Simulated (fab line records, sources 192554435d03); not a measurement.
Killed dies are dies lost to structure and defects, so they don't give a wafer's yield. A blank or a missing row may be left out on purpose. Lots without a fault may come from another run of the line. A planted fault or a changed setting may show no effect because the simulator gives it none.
A struck lot beside a sound one | flow n5_finfet | 41 steps out of a route of 1938
Sound: wafers L762.1, L762.5, L762.6. Struck: wafer L776.2. (L776.5 of the same lot was not struck and is left out.) The cause comes at the end.
At each step with rows: each side's tool, then ch and its chambers, then its first start. Under that, the readings that differ: sound wafers | struck wafers | difference of the means | sigmas: that difference in standard deviations of wafers without a fault.
alike: readings whose means differ by less than 2 such deviations, and words and numbers that are the same on both sides. not compared: withheld readings, readings that some wafer has no value for, bounds like >300 that may hide the same value, and numbers for which the record gives no deviation and whose values overlap.
The two part at a step that has a row with sigmas, a row that says differs or no value, or rows on one side only. Numbers that don't overlap but have no deviation are shown without sigmas and don't part them. A reading that every wafer of one side lacks parts them only if that side has two wafers or more.

first, 12 steps without rows for these wafers: N5_BEOL_M0_SAQP_ETCH_88 (etches underlayer in N2/H2, target depth 6.5 nm, time 5.2 s); N5_BEOL_M0_SAQP_ETCH_73 (etches SiARC in CF4, target depth 19.5 nm, time 32.5 s); N5_BEOL_M0_SAQP_CUT_ETCH_46 (etches SOC in N2/H2, target depth 135 nm, overetch 27 nm, time 202.5 s); N5_BEOL_M0_SAQP_STRIP_74 (strips in N2/H2); N5_BEOL_M0_SAQP_STRIP_89 (strips in N2/H2); N5_BEOL_M0_SAQP_ALD_48 (deposits SiO2, target thk 20 nm, pulse time 1 s, co reactant pulse time 1 s); N5_BEOL_M0_SAQP_ETCH_49 (etches SiO2 in CF4/O2, target depth 37 nm); N5_BEOL_M0_SAQP_STRIP_75 (strips in CF4); N5_BEOL_M0_CUTY_COAT_50 (time 60 s, resist thk 15 nm); N5_BEOL_M0_CUTY_COAT_51 (resist thk 150 nm); N5_BEOL_M0_CUTY_EBR_52; N5_BEOL_M0_CUTY_SOFTBAKE_53 (time 60 s).
N5_BEOL_M0_CUTY_EXPOSE_54: exposes mask M0 ABLK.
  sound on arfi_scanner-01 ch 0, day 6 15:12; struck on arfi_scanner-01 ch 0, day 9 21:58
  alike: mask
then, 2 steps without rows for these wafers: N5_BEOL_M0_CUTY_PEB_55 (peb time 60 s); N5_BEOL_M0_CUTY_DEVELOP_56 (develop time 30 s).
N5_BEOL_M0_CUTY_CD_MEAS_57: target cd 200 nm.
  sound on cd_sem-02 ch 0, day 6 15:20; struck on cd_sem-02 ch 0, day 9 22:05
  reading    | sound             | struck | difference | sigmas
  cd_nm (nm) | 200.9 199.8 199.2 | 86.4   | -113.6     | -99 or more
then, 23 steps without rows for these wafers: N5_BEOL_M0_CUTY_DESCUM_61 (chemistry O2, time 7.9 s); N5_BEOL_M0_CUTY_ETCH_62 (etches SiARC in CF4, time 58.5 s); N5_BEOL_M0_CUTY_ETCH_63 (etches SOC in N2/H2, target depth 82.7 nm, overetch 16.5 nm, time 124 s); N5_BEOL_M0_CUTY_STRIP_64 (strips in N2/H2); N5_BEOL_M0_ETCH_138 (etches SiCN in CH3F/O2, target depth 12 nm, time 31.6 s); N5_BEOL_M0_HM_OPEN_105 (chemistry Cl2/BCl3, target TiN, target depth 12 nm); N5_BEOL_M0_STRIP_140 (strips in CF4); N5_BEOL_M0_STRIP_104 (strips in N2/H2); N5_BEOL_M0_WET_ETCH_106 (etches SiO2 in DHF, target depth 130 nm, rinse time 30 s); N5_BEOL_M0_ETCH_128 (etches SiCN in CF4/N2, target depth 12 nm, overetch 5.1 nm, time 21.4 s); N5_BEOL_M0_TRENCH_ETCH_107 (etches SiOC in C4F6/O2, target depth 32.8 nm, time 16.4 s); N5_BEOL_M0_STRIP_142 (strips in N2/H2, time 10 s); N5_BEOL_M0_HM_STRIP_129 (strips TiN in peroxide tin strip, target depth 17 nm, time 108 s); N5_BEOL_M0_SRD_130 (time 30 s); N5_BEOL_M0_ETCH_109 (etches SiCN in CH3F/O2, target depth 8 nm, overetch 2.4 nm, time 27.4 s); N5_BEOL_M0_STRIP_139 (strips in post etch residue remover, time 60 s); N5_BEOL_M0_SRD_111 (time 30 s); N5_BEOL_M0_DEGAS_112 (time 60 s); N5_BEOL_M0_PRE_CLEAN_113 (time 30 s); N5_BEOL_M0_ALD_136 (deposits TaN, pulse time 2 s, purge time 3 s, co reactant purge time 2 s); N5_BEOL_M0_SURFACE_TREAT_137; N5_BEOL_M0_CVD_115 (deposits Co from CCTBA/H2, time 120 s); N5_BEOL_M0_SPUTTER_116 (material Cu, target thk 4 nm, time 7.37 s).
N5_BEOL_M4_RC_MEAS_101:
  the record has rows for the sound wafers here (prober-01 ch 0, day 8 11:36) and none for the struck ones
-- the record jumps here: 6 days lie between the struck wafers' starts before and after (it left off in module BEOL_M4 and takes up again in module PASSIVATION, whose first step shown is number 1936 of the route) --
N5_PASSIVATION_PROBE_49:
  sound on prober-01, day 12 23:25; struck on prober-01, day 16 09:25
  reading                  | sound          | struck | difference | sigmas
  defect_limited_yield (%) | 91.5 90.8 90.8 | 0      | -91        | -57
  killed_at_M0_to_M3       | 39 28 34       | 1101   | +1067      | +97
  killed_dies              | 100 108 109    | 1180   | +1074      | +57
  killed_on_rim            | 10 16 18       | 152    | +137       | +33
  sort_bin_5_function (%)  | 5.6 5.4 5.6    | 96.2   | +90.7      | +82
  sort_n_pass              | 1080 1072 1071 | 0      | -1074      | -57
  sort_yield_pct (%)       | 91.5 90.8 90.8 | 0      | -91        | -57
  alike: killed_at_M4_up, killed_at_contacts, killed_at_front_end, killed_at_other, killed_open, killed_short, sort_bin_6_memory

WHERE THEY PART
First at N5_BEOL_M0_CUTY_CD_MEAS_57; last, within this record, at N5_PASSIVATION_PROBE_49.

WHY: what the simulator had put in
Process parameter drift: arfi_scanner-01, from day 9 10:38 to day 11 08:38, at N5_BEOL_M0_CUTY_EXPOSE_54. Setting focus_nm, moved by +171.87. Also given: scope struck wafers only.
